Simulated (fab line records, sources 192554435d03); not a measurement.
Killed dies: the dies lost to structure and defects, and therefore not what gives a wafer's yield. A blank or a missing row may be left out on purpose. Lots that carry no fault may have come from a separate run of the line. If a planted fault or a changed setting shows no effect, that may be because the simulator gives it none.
Matching of chambers    flow n5-finfet    4 sister chambers for N5_BEOL_M3_STRIP_36 on rie-diel-04
The step strips in N2/H2. 8 wafers are shown with their chamber, then 9 later ones without.

## WAFERS, EACH WITH ITS CHAMBER
wafer   chamber  showerhead-plenum-p-Torr (Torr)  drypump-motor-current-A (A)
L075.6  1        2.53                             5.6
L076.2  2        2.43                             4.7
L076.3  1        2.53                             5.7
L076.5  0        2.59                             5.3
L076.6  3        2.56                             6.4
L082.2  3        2.55                             6.4
L082.3  2        2.42                             4.8
L082.6  0        2.59                             5.3

## WAFERS WITH NO CHAMBER GIVEN
wafer   showerhead-plenum-p-Torr (Torr)  drypump-motor-current-A (A)
L091.1  2.42                             4.7
L091.2  2.54                             6.4
L091.3  2.58                             5.3
L091.4  2.51                             5.7
L091.5  2.51                             5.6
L091.6  2.42                             4.8
L094.2  2.57                             5.3
L094.3  2.51                             5.7
L094.5  2.41                             4.7

## WHICH CHAMBER EACH WENT THROUGH
wafer   from the rows above  in truth
L091.1  2                    2
L091.2  3                    3
L091.3  0                    0
L091.4  1                    1
L091.5  1                    1
L091.6  2                    2
L094.2  0                    0
L094.3  1                    1
L094.5  2                    2
9 of 9 placed correctly. Number that these rows cannot place: 0. Number placed wrongly: 0.
How it was worked out, from the rows above alone: a wafer's distance from a chamber is the root of the sum, over the readings, of the square of ((its reading less the chamber's mean) divided by the reading's scatter). If the next closest chamber is less than 2 further off than the closest, the wafer can't be placed; otherwise it belongs to the closest. The mean given for a chamber averages the wafers shown for that chamber. The scatter: take each reading less its chamber's mean, square it, sum over the shown wafers, divide by the number of wafers less the number of chambers, and take the root.
